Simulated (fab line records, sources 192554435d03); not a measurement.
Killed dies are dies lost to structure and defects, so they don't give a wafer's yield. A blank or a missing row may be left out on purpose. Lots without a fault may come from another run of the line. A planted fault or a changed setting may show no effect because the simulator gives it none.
fab line records | flow n5_finfet
record lots=5 wafers=15 last_day=14
route steps=1938 shown PAD_METAL@1896 PASSIVATION@1897
lots that met no fault: from a run of the same line without faults
start_h: hours from the record's first day to the start of the lot's first wafer shown | wait_h: hours since the lot's step before | " the same as in the row above | L1.1+2: a row that stands for several wafers | - no value, or no start given | * or withheld: withheld | < > ~ a bound
route shown NAME@n: a module of which the file shows steps, and the number in the route of the first | usual: mean/standard deviation of fault-free wafers | same: alike in all rows | chamber/n: place in a boat | sites: the reading at each site | _std_site: their standard deviation | _edge_site: outer sites' mean less inner sites' | radius_mm: how far each site lies from the wafer's centre | mask NAME#n: copy n | behind: the tool/chamber that last shaped the wafer | hold: why the lot was held/for how many hours/how that ended | device: the transistor (n, p or np) that didn't switch | end of line: the same wafers' tests at the end of the route | a step without rows: its recipe alone | killed: dies lost to structure and defects at the first sort, not the wafer's yield | map: a wafer's dies, x killed, . not, _ none there
set.NAME: the setting as run; set.NAME@STEP: as run at that earlier step | model.NAME: the simulator's own value behind a step, which no gauge read
lots at some steps of the route; a table a step, a row a wafer
services: from which hour (start_h, from the record's first day; less than 0 if before it) a tool's chamber was out of use, for how many hours, and why
## steps
# step N5_PASSIVATION_AL_DEP_21
# recipe material=Al target_thk_a=28000 temp_c=400 time_s=170 power_w=30000 chamber_pressure_pa=0.4 gas=Ar
# usual throttle_valve_pct=30.4/1.3
# same time_s=170
# columns lot.wafer tool chamber start_h wait_h throttle_valve_pct
L079.2 pvd_sputter-03 - 298.21 0.1 31.4
L079.5 " - " " 29.0
L079.6 " - " " 28.5
L078.1 pvd_sputter-03 - 300.39 0.1 32.2
L078.3 " - " " 28.9
L078.6 " - " " 32.4
L077.2 pvd_sputter-03 - 303.87 0.1 29.0
L077.4 " - " " 28.8
L077.5 " - " " 31.6
L080.1 pvd_sputter-01 - 316.35 0.1 28.5
L080.3 " - " " 31.6
L080.6 " - " " 28.5
L081.2 pvd_sputter-02 - 324.59 0.1 31.0
L081.3 " - " " 28.9
L081.6 " - " " 29.0
# step N5_PASSIVATION_HMDS_23
# recipe time_s=60 temp_c=120
# same time_s=60
# columns lot.wafer tool chamber start_h wait_h
L079.2+5+6 litho_track-05 0 298.41 0.1
L078.1+3+6 litho_track-03 0 300.57 0.1
L077.2+4+5 litho_track-05 0 304.05 0.1
L080.1+3+6 litho_track-05 0 316.53 0.1
L081.2+3+6 litho_track-05 0 324.77 0.1
# step N5_PASSIVATION_COAT_24
# recipe spin_rpm=3000 resist_thk_nm=withheld
# columns lot.wafer tool chamber start_h wait_h
L079.2+5+6 litho_track-05 0 - -
L078.1+3+6 litho_track-03 0 - -
L077.2+4+5 litho_track-05 0 - -
L080.1+3+6 litho_track-05 0 - -
L081.2+3+6 litho_track-05 0 - -
# step N5_PASSIVATION_EBR_26
# recipe solvent=PGMEA ebr_width_mm=1.5
# same ebr_width_mm=1.5
# columns lot.wafer tool chamber start_h wait_h
L079.2+5+6 litho_track-05 0 - -
L078.1+3+6 litho_track-03 0 - -
L077.2+4+5 litho_track-05 0 - -
L080.1+3+6 litho_track-05 0 - -
L081.2+3+6 litho_track-05 0 - -
# step N5_PASSIVATION_SOFTBAKE_25
# recipe temp_c=100 time_s=90
# same time_s=90
# columns lot.wafer tool chamber start_h wait_h
L079.2+5+6 litho_track-05 0 - -
L078.1+3+6 litho_track-03 0 - -
L077.2+4+5 litho_track-05 0 - -
L080.1+3+6 litho_track-05 0 - -
L081.2+3+6 litho_track-05 0 - -
# step N5_PASSIVATION_EXPOSE_27
# recipe mask_id=PAD na=0.55 source_shape=conventional sigma_outer=0.8 polarization=unpolarized defocus_nm=0 dose_mj=32.3
# usual focus_offset_nm=0.1/0.53
# columns lot.wafer tool chamber start_h wait_h mask focus_offset_nm
L079.2 krf_scanner-01 0 298.52 - PAD#0 -0.4
L079.5 " 0 " " PAD#0 -0.7
L079.6 " 0 " " PAD#0 0.1
L078.1 krf_scanner-02 0 300.81 - PAD#0 -0.3
L078.3 " 0 " " PAD#0 0.0
L078.6 " 0 " " PAD#0 0.0
L077.2 krf_scanner-01 0 304.29 - PAD#0 -0.9
L077.4 " 0 " " PAD#0 -1.2
L077.5 " 0 " " PAD#0 -0.7
L080.1 krf_scanner-01 0 316.64 - PAD#0 -0.3
L080.3 " 0 " " PAD#0 -0.1
L080.6 " 0 " " PAD#0 -0.8
L081.2 krf_scanner-01 0 324.89 - PAD#0 0.3
L081.3 " 0 " " PAD#0 -0.1
L081.6 " 0 " " PAD#0 0.1
# step N5_PASSIVATION_PEB_28
# recipe peb_temp_c=withheld peb_time_s=*
# columns lot.wafer tool chamber start_h wait_h
L079.2+5+6 litho_track-05 0 298.57 0.0
L078.1+3+6 litho_track-03 0 300.86 0.1
L077.2+4+5 litho_track-04 0 304.34 0.0
L080.1+3+6 litho_track-04 0 316.70 0.1
L081.2+3+6 litho_track-03 0 324.94 0.0
# step N5_PASSIVATION_DEVELOP_29
# recipe develop_time_s=60 rinse_liquid=diw dry=air_spin dev_temp_c=21
# columns lot.wafer tool chamber start_h wait_h
L079.2+5+6 litho_track-05 0 - -
L078.1+3+6 litho_track-03 0 - -
L077.2+4+5 litho_track-04 0 - -
L080.1+3+6 litho_track-04 0 - -
L081.2+3+6 litho_track-03 0 - -
# step N5_PASSIVATION_HARDBAKE_31
# recipe temp_c=130 time_s=120
# same time_s=120
# columns lot.wafer tool chamber start_h wait_h
L079.2+5+6 litho_track-05 0 - -
L078.1+3+6 litho_track-03 0 - -
L077.2+4+5 litho_track-04 0 - -
L080.1+3+6 litho_track-04 0 - -
L081.2+3+6 litho_track-03 0 - -
# step N5_PASSIVATION_CD_MEAS_30
# recipe target_cd_nm=4000 landing_energy_ev=500 detector=se_inlens polarity=opening
# usual cd_nm=4000.0/1.9
# columns lot.wafer tool chamber start_h wait_h cd_nm
L079.2 cd_sem-03 0 298.69 - 3999.5
L079.5 " 0 " " 3999.3
L079.6 " 0 " " 4000.4
L078.1 cd_sem-03 0 300.98 - 4001.2
L078.3 " 0 " " 4002.6
L078.6 " 0 " " 4000.0
L077.2 cd_sem-01 0 304.46 - 4001.3
L077.4 " 0 " " 3998.0
L077.5 " 0 " " 3999.5
L080.1 cd_sem-01 0 316.82 - 3999.3
L080.3 " 0 " " 4000.0
L080.6 " 0 " " 4000.8
L081.2 cd_sem-03 0 325.06 - 4003.1
L081.3 " 0 " " 3995.8
L081.6 " 0 " " 4001.2
# step N5_PASSIVATION_OVL_MEAS_63
# recipe points_per_wafer=44
# usual PAD_OVL=1/6
# columns lot.wafer tool chamber start_h wait_h PAD_OVL[nm]
L079.2 overlay-01 0 298.72 0.0 2
L079.5 " 0 " " -1
L079.6 " 0 " " 4
L078.1 overlay-02 0 301.01 0.0 8
L078.3 " 0 " " 10
L078.6 " 0 " " 4
L077.2 overlay-01 0 304.49 0.0 6
L077.4 " 0 " " -1
L077.5 " 0 " " -3
L080.1 overlay-02 0 316.85 0.0 -11
L080.3 " 0 " " -9
L080.6 " 0 " " -7
L081.2 overlay-02 0 325.09 0.0 -7
L081.3 " 0 " " 6
L081.6 " 0 " " 2
# step N5_PASSIVATION_INSPECT_64
# recipe mode=adi inspect_instrument=macro
# usual raw_defect_count=2.0/1.4
# columns lot.wafer tool chamber start_h wait_h raw_defect_count
L079.2 defect_inspect-02 - 298.74 0.0 1
L079.5 " - " " 4
L079.6 " - " " 2
L078.1 defect_inspect-01 - 301.04 0.0 3
L078.3 " - " " 1
L078.6 " - " " 3
L077.2 defect_inspect-02 - 304.52 0.0 2
L077.4 " - " " 1
L077.5 " - " " 1
L080.1 defect_inspect-01 - 316.87 0.0 2
L080.3 " - " " 4
L080.6 " - " " 0
L081.2 defect_inspect-01 - 325.11 0.0 1
L081.3 " - " " 1
L081.6 " - " " 2
# step N5_PASSIVATION_DESCUM_32
# recipe chemistry=O2 time_s=7.9 source_power_w=50 bias_power_w=20 pressure_mtorr=20 rf_frequency_hz=2.712e+07 temp_c=40 o2_flow_sccm=225
# usual drypump_motor_current_A=5.8/0.55 oes_product_au=0.81/0.079 rf_vpp_V=244.1/1.2 showerhead_plenum_p_Torr=2.14/0.055 throttle_valve_pct=20.30/0.25
# same time_s=7.9
# columns lot.wafer tool chamber start_h wait_h drypump_motor_current_A oes_product_au rf_hours_counter_h rf_vpp_V showerhead_plenum_p_Torr throttle_valve_pct
L079.2 rie_diel-01 2 298.78 0.0 5.2 0.79 105 245.2 2.17 20.16
L079.5 " 0 " " 6.3 0.73 - 244.1 2.18 20.30
L079.6 " 3 " " 6.6 0.86 - 244.2 2.13 20.20
L078.1 rie_diel-03 3 301.41 0.4 6.0 0.77 144 242.6 2.03 20.66
L078.3 " 0 " " 5.2 0.83 76 244.0 2.10 20.16
L078.6 " 1 " " 5.5 0.68 - 244.3 2.15 20.54
L077.2 rie_diel-03 3 304.62 0.1 6.0 0.77 146 241.7 2.03 20.64
L077.4 " 2 " " 5.0 0.78 - 242.3 2.12 20.82
L077.5 " 1 " " 5.5 0.67 - 244.7 2.15 20.55
L080.1 rie_diel-01 3 316.91 0.0 6.6 0.86 43 244.1 2.13 20.21
L080.3 " 1 " " 5.8 0.91 36 245.2 2.21 19.92
L080.6 " 0 " " 6.3 0.73 - 243.8 2.17 20.34
L081.2 rie_diel-01 3 325.14 0.0 6.6 0.86 45 243.1 2.13 20.21
L081.3 " 1 " " 5.7 0.91 38 244.4 2.21 19.94
L081.6 " 3 " " 6.6 0.85 - 245.0 2.13 20.21
# step N5_PASSIVATION_AL_ETCH_33
# recipe chemistry=Cl2/BCl3 target_depth_a=28000 over_etch_frac=0.15 Cl2_flow_sccm=180 bcl3_flow_sccm=60 target=Al stop_on=TaN time_s=466.7 ion_energy_ev=100 pressure_mtorr=10 icp_w=900 bias_w=100
# usual bias_w=99.98/0.27 drypump_motor_current_A=5.8/0.38 oes_product_au=0.69/0.071 throttle_valve_pct=34.39/0.24
# same time_s=466.7
# columns lot.wafer tool chamber start_h wait_h bias_w drypump_motor_current_A oes_product_au rf_hours_counter_h throttle_valve_pct
L079.2 rie_metal-02 0 298.86 0.1 99.70 5.6 0.68 50 34.47
L079.5 " 1 " " 99.92 5.4 0.62 - 34.34
L079.6 " 0 " " 100.02 5.6 0.67 - 34.50
L078.1 rie_metal-02 1 301.50 0.1 100.27 5.4 0.61 88 34.34
L078.3 " 1 " " 100.04 5.4 0.62 - 34.33
L078.6 " 0 " " 99.76 5.6 0.68 - 34.47
L077.2 rie_metal-02 0 304.72 0.1 99.65 5.6 0.68 51 34.46
L077.4 " 1 " " 99.82 5.4 0.60 - 34.39
L077.5 " 1 " " 99.29 5.4 0.62 - 34.37
L080.1 rie_metal-03 1 316.99 0.1 99.94 5.9 0.70 49 34.25
L080.3 " 0 " " 99.88 6.7 0.74 - 34.38
L080.6 " 0 " " 100.09 6.7 0.74 - 34.36
L081.2 rie_metal-03 1 325.23 0.1 100.46 5.9 0.68 50 34.24
L081.3 " 0 " " 100.14 6.6 0.75 - 34.34
L081.6 " 0 " " 99.72 6.7 0.74 - 34.33
# step N5_PASSIVATION_ETCH_59
# recipe chemistry=Cl2/BCl3 target=TaN target_depth_a=650 time_s=34.9 ion_energy_ev=100 pressure_mtorr=10 icp_w=900 bias_w=100 Cl2_flow_sccm=60 bcl3_flow_sccm=30
# usual bias_w=100.01/0.29 drypump_motor_current_A=5.8/0.38 oes_product_au=0.76/0.084 throttle_valve_pct=21.19/0.23
# same time_s=34.9
# columns lot.wafer tool chamber start_h wait_h bias_w drypump_motor_current_A oes_product_au rf_hours_counter_h throttle_valve_pct
L079.2 rie_metal-02 0 299.27 0.3 100.22 5.5 0.75 50 21.35
L079.5 " 1 " " 99.57 5.4 0.67 - 21.17
L079.6 " 0 " " 100.02 5.6 0.75 - 21.33
L078.1 rie_metal-02 1 301.90 0.3 99.93 5.3 0.66 88 21.17
L078.3 " 1 " " 100.20 5.3 0.66 - 21.17
L078.6 " 0 " " 100.19 5.6 0.73 - 21.35
L077.2 rie_metal-02 0 305.12 0.3 100.06 5.6 0.75 51 21.34
L077.4 " 1 " " 100.01 5.3 0.66 - 21.19
L077.5 " 1 " " 99.95 5.3 0.67 - 21.16
L080.1 rie_metal-03 1 317.39 0.3 100.56 5.9 0.76 49 21.10
L080.3 " 0 " " 99.39 6.6 0.82 - 21.18
L080.6 " 0 " " 99.30 6.7 0.82 - 21.16
L081.2 rie_metal-03 1 325.63 0.3 100.48 5.9 0.76 50 21.09
L081.3 " 0 " " 99.82 6.6 0.81 - 21.18
L081.6 " 0 " " 100.12 6.6 0.81 - 21.19
# step N5_PASSIVATION_STRIP_34
# recipe chemistry=O2 power_w=600 temp_c=60 pressure_mtorr=30 rf_frequency_hz=6e+07 bias_power_w=0 overash_fraction=2 o2_flow_sccm=225
# usual drypump_motor_current_A=5.7/0.52 oes_product_au=0.81/0.087 rf_vpp_V=3.7/1.6 showerhead_plenum_p_Torr=2.13/0.064 throttle_valve_pct=16.61/0.26
# columns lot.wafer tool chamber start_h wait_h drypump_motor_current_A oes_product_au rf_hours_counter_h rf_vpp_V showerhead_plenum_p_Torr throttle_valve_pct
L079.2 rie_diel-03 3 299.38 0.1 5.9 0.79 143 5.7 2.03 16.86
L079.5 " 1 " " 5.5 0.68 - 1.4 2.16 16.81
L079.6 " 2 " " 5.0 0.78 - 3.9 2.13 17.01
L078.1 rie_diel-06 0 302.24 0.3 5.7 0.99 1 3.7 2.16 16.35
L078.3 " 3 " " 5.4 0.87 37 3.2 2.25 16.63
L078.6 " 3 " " 5.4 0.84 - 1.2 2.24 16.57
L077.2 rie_diel-06 1 305.24 0.1 6.6 0.68 247 3.0 2.17 16.85
L077.4 " 2 " " 6.3 0.92 27 6.4 2.04 16.25
L077.5 " 2 " " 6.3 0.94 - 4.5 2.04 16.25
L080.1 rie_diel-01 3 317.53 0.1 6.6 0.84 43 4.7 2.13 16.37
L080.3 " 0 " " 6.4 0.74 171 3.1 2.18 16.65
L080.6 " 3 " " 6.6 0.87 - 3.9 2.14 16.44
L081.2 rie_diel-06 3 325.75 0.1 5.4 0.83 46 3.9 2.24 16.61
L081.3 " 2 " " 6.3 0.91 34 3.2 2.03 16.28
L081.6 " 3 " " 5.4 0.87 - 4.9 2.24 16.68
# step N5_PASSIVATION_STRIP_51
# recipe chemistry=post_etch_residue_remover time_s=1200 temp_c=72.5
# same time_s=1200
# columns lot.wafer tool chamber start_h wait_h
L079.2+5+6 wet_bench-05 6,3,2 299.45 -
L078.1+3+6 wet_bench-05 4,5,6 302.30 -
L077.2+4+5 wet_bench-01 3,0,5 305.30 -
L080.1+3+6 wet_bench-01 5,6,1 317.60 -
L081.2+3+6 wet_bench-02 4,7,1 325.82 -
# step N5_PASSIVATION_CLEAN_69
# recipe chemistry=IPA time_s=180 temp_c=25
# same time_s=180
# columns lot.wafer tool chamber start_h wait_h
L079.2+5+6 wet_bench-05 6,3,2 299.78 0.0
L078.1+3+6 wet_bench-05 4,5,6 302.64 0.0
L077.2+4+5 wet_bench-01 3,0,5 305.64 0.0
L080.1+3+6 wet_bench-01 5,6,1 317.93 0.0
L081.2+3+6 wet_bench-02 4,7,1 326.15 0.0
# step N5_PASSIVATION_SRD_70
# recipe dry=ipa_marangoni time_s=30 temp_c=23 rinse_liquid=diw
# same time_s=30
# columns lot.wafer tool chamber start_h wait_h
L079.2+5+6 wet_bench-05 6,3,2 299.84 0.0
L078.1+3+6 wet_bench-05 4,5,6 302.69 0.0
L077.2+4+5 wet_bench-01 3,0,5 305.69 0.0
L080.1+3+6 wet_bench-01 5,6,1 317.99 0.0
L081.2+3+6 wet_bench-02 4,7,1 326.20 0.0
# step N5_PASSIVATION_PECVD_53
# recipe material=SiO2 target_thk_a=8000 temp_c=400 precursor=TEOS/O2 pressure_torr=6.5 rf_w=withheld teos_flow_sccm=withheld gas=O2 flow_sccm=2650 time_s=169.4
# same time_s=169.4
# columns lot.wafer tool chamber start_h wait_h
L079.2+5+6 pecvd-02 1,2,1 299.88 0.0
L078.1+3+6 pecvd-02 0,1,1 302.74 0.0
L077.2+4+5 pecvd-04 2,0,1 305.74 0.0
L080.1+3+6 pecvd-04 2,0,2 318.04 0.0
L081.2+3+6 pecvd-02 2,1,2 326.25 0.0
# step N5_PASSIVATION_PECVD_35
# recipe material=SiNx target_thk_a=7000 temp_c=400 precursor=SiH4/NH3/N2 pressure_torr=4.9 rf_w=1406 time_s=151.3
# usual heater_power_w=352/110 showerhead_plenum_p_Torr=8.67/0.035 throttle_valve_pct=28.8/1.5
# same time_s=151.3
# columns lot.wafer tool chamber start_h wait_h heater_power_w showerhead_plenum_p_Torr throttle_valve_pct
L079.2 pecvd-02 1 299.99 0.1 424 8.67 27.2
L079.5 " 2 " " 363 8.68 28.3
L079.6 " 1 " " 442 8.67 27.0
L078.1 pecvd-02 0 302.85 0.1 315 8.67 30.1
L078.3 " 1 " " 394 8.64 27.2
L078.6 " 1 " " 425 8.67 27.4
L077.2 pecvd-04 2 305.85 0.1 298 8.63 27.0
L077.4 " 0 " " 353 8.66 30.6
L077.5 " 1 " " 322 8.63 28.4
L080.1 pecvd-04 2 318.15 0.1 294 8.65 26.6
L080.3 " 0 " " 449 8.67 30.6
L080.6 " 2 " " 330 8.60 26.7
L081.2 pecvd-02 2 326.36 0.1 376 8.71 28.6
L081.3 " 1 " " 425 8.65 27.2
L081.6 " 2 " " 241 8.70 28.6
# step N5_PASSIVATION_HMDS_37
# recipe time_s=60 temp_c=120
# same time_s=60
# columns lot.wafer tool chamber start_h wait_h
L079.2+5+6 litho_track-03 0 300.13 0.1
L078.1+3+6 litho_track-05 0 302.98 0.1
L077.2+4+5 litho_track-05 0 305.99 0.1
L080.1+3+6 litho_track-03 0 318.29 0.1
L081.2+3+6 litho_track-05 0 326.50 0.1
# step N5_PASSIVATION_COAT_38
# recipe spin_rpm=3000 resist_thk_nm=withheld
# columns lot.wafer tool chamber start_h wait_h
L079.2+5+6 litho_track-03 0 - -
L078.1+3+6 litho_track-05 0 - -
L077.2+4+5 litho_track-05 0 - -
L080.1+3+6 litho_track-03 0 - -
L081.2+3+6 litho_track-05 0 - -
# step N5_PASSIVATION_EBR_40
# recipe solvent=PGMEA ebr_width_mm=1.5
# same ebr_width_mm=1.5
# columns lot.wafer tool chamber start_h wait_h
L079.2+5+6 litho_track-03 0 - -
L078.1+3+6 litho_track-05 0 - -
L077.2+4+5 litho_track-05 0 - -
L080.1+3+6 litho_track-03 0 - -
L081.2+3+6 litho_track-05 0 - -
# step N5_PASSIVATION_SOFTBAKE_39
# recipe temp_c=110 time_s=120
# same time_s=120
# columns lot.wafer tool chamber start_h wait_h
L079.2+5+6 litho_track-03 0 - -
L078.1+3+6 litho_track-05 0 - -
L077.2+4+5 litho_track-05 0 - -
L080.1+3+6 litho_track-03 0 - -
L081.2+3+6 litho_track-05 0 - -
# step N5_PASSIVATION_EXPOSE_41
# recipe mask_id=PASS_OPEN na=0.55 defocus_nm=0 source_shape=conventional sigma_outer=0.8 polarization=unpolarized target_cd_nm=40000 dose_mj=57.25
# usual focus_offset_nm=-0.2/0.57
# columns lot.wafer tool chamber start_h wait_h mask focus_offset_nm
L079.2 krf_scanner-02 0 300.25 - PASS_OPEN#0 -0.4
L079.5 " 0 " " PASS_OPEN#0 -0.7
L079.6 " 0 " " PASS_OPEN#0 0.0
L078.1 krf_scanner-02 0 303.10 - PASS_OPEN#0 -0.2
L078.3 " 0 " " PASS_OPEN#0 -0.8
L078.6 " 0 " " PASS_OPEN#0 0.3
L077.2 krf_scanner-01 0 306.23 - PASS_OPEN#0 -0.8
L077.4 " 0 " " PASS_OPEN#0 -0.7
L077.5 " 0 " " PASS_OPEN#0 -1.2
L080.1 krf_scanner-02 0 318.53 - PASS_OPEN#0 0.1
L080.3 " 0 " " PASS_OPEN#0 -0.2
L080.6 " 0 " " PASS_OPEN#0 0.5
L081.2 krf_scanner-02 0 326.74 - PASS_OPEN#0 -0.4
L081.3 " 0 " " PASS_OPEN#0 -0.6
L081.6 " 0 " " PASS_OPEN#0 1.0
# step N5_PASSIVATION_PEB_42
# recipe peb_temp_c=withheld peb_time_s=*
# columns lot.wafer tool chamber start_h wait_h
L079.2+5+6 litho_track-04 0 300.31 0.0
L078.1+3+6 litho_track-03 0 303.16 0.1
L077.2+4+5 litho_track-03 0 306.29 0.0
L080.1+3+6 litho_track-05 0 318.59 0.1
L081.2+3+6 litho_track-03 0 326.80 0.0
# step N5_PASSIVATION_DEVELOP_43
# recipe develop_time_s=60 rinse_liquid=diw dry=air_spin dev_temp_c=21
# columns lot.wafer tool chamber start_h wait_h
L079.2+5+6 litho_track-04 0 - -
L078.1+3+6 litho_track-03 0 - -
L077.2+4+5 litho_track-03 0 - -
L080.1+3+6 litho_track-05 0 - -
L081.2+3+6 litho_track-03 0 - -
# step N5_PASSIVATION_HARDBAKE_45
# recipe temp_c=130 time_s=120
# same time_s=120
# columns lot.wafer tool chamber start_h wait_h
L079.2+5+6 litho_track-04 0 - -
L078.1+3+6 litho_track-03 0 - -
L077.2+4+5 litho_track-03 0 - -
L080.1+3+6 litho_track-05 0 - -
L081.2+3+6 litho_track-03 0 - -
# step N5_PASSIVATION_CD_MEAS_44
# recipe target_cd_nm=40000 landing_energy_ev=500 detector=se_inlens
# usual cd_nm=40001/3.7
# columns lot.wafer tool chamber start_h wait_h cd_nm
L079.2 cd_sem-01 0 300.43 - 39997
L079.5 " 0 " " 39998
L079.6 " 0 " " 40000
L078.1 cd_sem-01 0 303.28 - 40001
L078.3 " 0 " " 39997
L078.6 " 0 " " 39992
L077.2 cd_sem-01 0 306.41 - 40004
L077.4 " 0 " " 40002
L077.5 " 0 " " 40006
L080.1 cd_sem-01 0 318.71 - 39999
L080.3 " 0 " " 40004
L080.6 " 0 " " 40003
L081.2 cd_sem-02 0 326.92 - 40006
L081.3 " 0 " " 39999
L081.6 " 0 " " 40001
# step N5_PASSIVATION_OVL_MEAS_66
# recipe points_per_wafer=44
# usual PASS_OPEN_OVL=-1/5.8
# columns lot.wafer tool chamber start_h wait_h PASS_OPEN_OVL[nm]
L079.2 overlay-02 0 300.46 0.0 2
L079.5 " 0 " " -3
L079.6 " 0 " " 5
L078.1 overlay-02 0 303.31 0.0 0
L078.3 " 0 " " -1
L078.6 " 0 " " -5
L077.2 overlay-02 0 306.44 0.0 -6
L077.4 " 0 " " -3
L077.5 " 0 " " -4
L080.1 overlay-01 0 318.74 0.0 4
L080.3 " 0 " " 3
L080.6 " 0 " " 1
L081.2 overlay-01 0 326.95 0.0 5
L081.3 " 0 " " 0
L081.6 " 0 " " 2
# step N5_PASSIVATION_INSPECT_67
# recipe mode=adi inspect_instrument=macro
# usual raw_defect_count=2.2/1.5
# columns lot.wafer tool chamber start_h wait_h raw_defect_count
L079.2 defect_inspect-02 - 300.48 0.0 1
L079.5 " - " " 1
L079.6 " - " " 2
L078.1 defect_inspect-02 - 303.34 0.0 4
L078.3 " - " " 1
L078.6 " - " " 0
L077.2 defect_inspect-02 - 306.46 0.0 2
L077.4 " - " " 2
L077.5 " - " " 3
L080.1 defect_inspect-01 - 318.76 0.0 3
L080.3 " - " " 2
L080.6 " - " " 0
L081.2 defect_inspect-01 - 326.97 0.0 4
L081.3 " - " " 1
L081.6 " - " " 6
# step N5_PASSIVATION_DESCUM_46
# recipe chemistry=O2 time_s=7.9 source_power_w=50 bias_power_w=20 pressure_mtorr=20 rf_frequency_hz=2.712e+07 temp_c=40 o2_flow_sccm=225
# usual drypump_motor_current_A=5.7/0.52 oes_product_au=0.81/0.079 rf_vpp_V=243.9/1.2 showerhead_plenum_p_Torr=2.14/0.059 throttle_valve_pct=20.32/0.27
# same time_s=7.9
# columns lot.wafer tool chamber start_h wait_h drypump_motor_current_A oes_product_au rf_hours_counter_h rf_vpp_V showerhead_plenum_p_Torr throttle_valve_pct
L079.2 rie_diel-06 1 300.79 0.3 6.6 0.69 245 243.4 2.16 20.60
L079.5 " 3 " " 5.4 0.87 - 244.6 2.24 20.47
L079.6 " 2 " " 6.3 0.94 - 243.0 2.03 19.96
L078.1 rie_diel-01 0 303.50 0.2 6.3 0.73 166 244.0 2.17 20.30
L078.3 " 2 " " 5.2 0.78 107 245.6 2.17 20.14
L078.6 " 0 " " 6.3 0.73 - 243.3 2.17 20.32
L077.2 rie_diel-01 1 306.50 0.0 5.8 0.92 32 245.5 2.22 19.91
L077.4 " 0 " " 6.3 0.73 167 243.9 2.17 20.32
L077.5 " 1 " " 5.8 0.91 - 243.8 2.22 19.92
L080.1 rie_diel-03 3 318.79 0.0 5.9 0.77 153 240.8 2.02 20.66
L080.3 " 1 " " 5.5 0.67 237 243.6 2.15 20.57
L080.6 " 3 " " 5.9 0.76 - 243.1 2.02 20.66
L081.2 rie_diel-03 2 327.01 0.0 5.0 0.76 133 244.4 2.12 20.84
L081.3 " 1 " " 5.5 0.68 238 244.4 2.15 20.57
L081.6 " 2 " " 5.0 0.77 - 244.1 2.12 20.83
# step N5_PASSIVATION_PASS_ETCH_47
# recipe chemistry=CF4/O2 target=SiNx target_depth_a=7700 time_s=385 ion_energy_ev=100 pressure_mtorr=40 source_w=535 bias_w=49 Ar_flow_sccm=100 cf4_flow_sccm=100 O2_flow_sccm=10
# usual bias_w=49.01/0.15 drypump_motor_current_A=5.7/0.52 oes_product_au=0.81/0.077 rf_vpp_V=240/4.4 showerhead_plenum_p_Torr=2.25/0.065 throttle_valve_pct=15.77/0.21
# same time_s=385
# columns lot.wafer tool chamber start_h wait_h bias_w drypump_motor_current_A oes_product_au rf_hours_counter_h rf_vpp_V showerhead_plenum_p_Torr throttle_valve_pct
L079.2 rie_diel-06 1 300.83 0.0 48.94 6.6 0.69 245 250 2.25 15.99
L079.5 " 3 " " 48.98 5.4 0.88 - 237 2.33 15.71
L079.6 " 2 " " 49.32 6.3 0.92 - 233 2.16 15.53
L078.1 rie_diel-01 0 303.54 0.0 48.89 6.3 0.73 166 242 2.28 15.79
L078.3 " 2 " " 49.04 5.2 0.80 107 241 2.31 15.77
L078.6 " 0 " " 48.92 6.3 0.73 - 240 2.28 15.82
L077.2 rie_diel-01 1 306.53 0.0 49.14 5.8 0.90 32 236 2.35 15.52
L077.4 " 0 " " 49.01 6.3 0.73 167 241 2.28 15.81
L077.5 " 1 " " 49.04 5.7 0.91 - 236 2.35 15.51
L080.1 rie_diel-03 3 318.83 0.0 48.65 5.9 0.76 153 237 2.11 15.95
L080.3 " 1 " " 49.06 5.4 0.69 237 243 2.26 16.04
L080.6 " 3 " " 48.92 6.0 0.76 - 238 2.11 15.96
L081.2 rie_diel-03 2 327.04 0.0 49.08 5.0 0.76 133 238 2.22 16.19
L081.3 " 1 " " 49.42 5.4 0.68 238 240 2.25 16.04
L081.6 " 2 " " 49.05 5.0 0.76 - 237 2.22 16.19
# step N5_PASSIVATION_ETCH_54
# recipe chemistry=CHF3/O2 target=SiO2 target_depth_a=8800 CHF3_flow_sccm=50 O2_flow_sccm=5 Ar_flow_sccm=200 time_s=440 mask_material=PR pressure_mtorr=30 source_w=650 bias_w=170 ion_energy_ev=200
# usual bias_w=170.0/0.48 drypump_motor_current_A=5.7/0.52 oes_product_au=0.81/0.077 rf_vpp_V=523/8.9 showerhead_plenum_p_Torr=2.46/0.07 throttle_valve_pct=18.70/0.22
# same time_s=440
# columns lot.wafer tool chamber start_h wait_h bias_w drypump_motor_current_A oes_product_au rf_hours_counter_h rf_vpp_V showerhead_plenum_p_Torr throttle_valve_pct
L079.2 rie_diel-06 1 301.06 0.1 171.2 6.6 0.70 245 542 2.47 18.91
L079.5 " 3 " " 169.8 5.4 0.88 - 516 2.55 18.67
L079.6 " 2 " " 170.1 6.3 0.92 - 508 2.36 18.50
L078.1 rie_diel-01 0 303.77 0.1 169.6 6.3 0.73 166 525 2.50 18.72
L078.3 " 2 " " 170.8 5.2 0.79 107 526 2.53 18.66
L078.6 " 0 " " 169.3 6.3 0.73 - 522 2.50 18.73
L077.2 rie_diel-01 1 306.76 0.1 170.7 5.7 0.89 32 514 2.58 18.49
L077.4 " 0 " " 170.8 6.3 0.73 167 525 2.50 18.74
L077.5 " 1 " " 170.7 5.7 0.90 - 513 2.58 18.48
L080.1 rie_diel-03 3 319.06 0.1 169.6 5.9 0.76 153 518 2.33 19.00
L080.3 " 1 " " 170.3 5.5 0.68 237 523 2.45 18.86
L080.6 " 3 " " 170.3 5.9 0.76 - 518 2.33 19.00
L081.2 rie_diel-03 2 327.27 0.1 169.2 5.0 0.76 133 513 2.43 19.19
L081.3 " 1 " " 169.8 5.4 0.68 238 523 2.45 18.87
L081.6 " 2 " " 169.2 5.0 0.76 - 514 2.44 19.20
## services
# columns tool chamber start_h hours kind
rie_diel-06 - 277.23 4.3 pm
pecvd-02 2 278.43 2.1 scheduled_down
rie_diel-06 0 284.94 - clean
rie_diel-06 0 284.94 - consumable_replace:focus_ring
rie_diel-06 0 284.94 15.1 scheduled_down
rie_diel-06 0 284.94 15.1 vent_cycle
rie_metal-02 1 285.23 5.5 repair
rie_diel-01 0 287.50 1.8 repair
pecvd-04 2 289.93 9.3 repair
pecvd-02 - 292.26 5.5 pm
rie_diel-03 0 303.24 7.5 repair
krf_scanner-02 - 305.04 1.0 pm
krf_scanner-01 0 308.11 - calibration
rie_diel-06 2 309.91 2.8 repair
rie_metal-03 - 310.55 1.4 pm
rie_diel-06 1 313.78 - clean
rie_diel-06 1 313.78 - consumable_replace:focus_ring
rie_diel-06 1 313.78 20.5 scheduled_down
rie_diel-06 1 313.78 20.5 vent_cycle
krf_scanner-02 - 320.32 1.3 pm
rie_diel-03 1 321.25 4.6 repair
## key
fault none
